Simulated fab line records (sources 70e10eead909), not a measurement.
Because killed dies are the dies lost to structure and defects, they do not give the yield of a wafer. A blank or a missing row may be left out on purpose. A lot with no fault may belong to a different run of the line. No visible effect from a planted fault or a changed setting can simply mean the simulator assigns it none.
Chamber matching | flow nand harc | NHARC_A_STAIRCASE_DESCUM_219 on rie diel-01 has 4 sister chambers
The step chemistry O2, time 3 s. 16 wafers are shown with their chamber, then 8 later ones without.

== EACH WAFER AND ITS CHAMBER ==
wafer  | chamber | drypump motor current A (A) | showerhead plenum p Torr (Torr) | oes product au (a.u.)
L076.2 | 0       | 4.9                         | 1.82                            | 1.009
L076.3 | 1       | 6.4                         | 1.84                            | 0.998
L076.5 | 2       | 5.2                         | 1.78                            | 0.990
L078.2 | 1       | 6.4                         | 1.84                            | 1.015
L078.3 | 2       | 5.2                         | 1.78                            | 0.987
L078.6 | 1       | 6.4                         | 1.84                            | 1.001
L082.1 | 3       | 6.0                         | 1.85                            | 0.996
L082.2 | 0       | 4.9                         | 1.82                            | 1.013
L082.3 | 2       | 5.2                         | 1.78                            | 0.995
L082.4 | 1       | 6.4                         | 1.84                            | 1.007
L082.5 | 2       | 5.2                         | 1.78                            | 0.992
L082.6 | 3       | 5.9                         | 1.85                            | 0.997
L086.2 | 2       | 5.2                         | 1.77                            | 1.005
L086.4 | 0       | 4.9                         | 1.81                            | 1.012
L086.5 | 2       | 5.2                         | 1.77                            | 1.009
L091.2 | 1       | 6.4                         | 1.83                            | 1.017

SIGNATURES (means of the wafers above)
reading                  | chamber 0 | chamber 1 | chamber 2 | chamber 3 | scatter within a chamber
drypump motor current A  | 4.900     | 6.400     | 5.200     | 5.950     | 0.0204
showerhead plenum p Torr | 1.8167    | 1.8380    | 1.7767    | 1.8500    | 0.00483
oes product au           | 1.01133   | 1.00760   | 0.99633   | 0.99650   | 0.00748
Rule: for each reading, subtract the chamber's mean from the wafer's reading, divide by that reading's scatter and square the result; add these up over the readings and take the root, which gives the wafer's distance from the chamber. If the next closest chamber is less than 2 further off than the closest, the wafer can't be placed; otherwise it belongs to the closest. The scatter: take each reading less its chamber's mean, square it, sum over the shown wafers, divide by the number of wafers less the number of chambers, and take the root.

== WAFERS WITH NO CHAMBER GIVEN ==
wafer  | drypump motor current A (A) | showerhead plenum p Torr (Torr) | oes product au (a.u.)
L091.5 | 6.4                         | 1.83                            | 1.007
L091.6 | 4.9                         | 1.81                            | 1.000
L092.2 | 6.4                         | 1.83                            | 1.020
L092.3 | 6.0                         | 1.83                            | 0.999
L092.4 | 4.9                         | 1.81                            | 0.997
L097.2 | 4.9                         | 1.80                            | 1.013
L097.4 | 6.4                         | 1.82                            | 1.026
L097.6 | 4.9                         | 1.80                            | 1.010

== CHAMBER TAKEN BY EACH ==
wafer  | from the rows above | in truth
L091.5 | 1                   | 1
L091.6 | 0                   | 0
L092.2 | 1                   | 1
L092.3 | 3                   | 3
L092.4 | 0                   | 0
L097.2 | 0                   | 0
L097.4 | 1                   | 1
L097.6 | 0                   | 0
Correctly placed: 8 of 8. Number that these rows cannot place: 0. Number placed wrongly: 0.
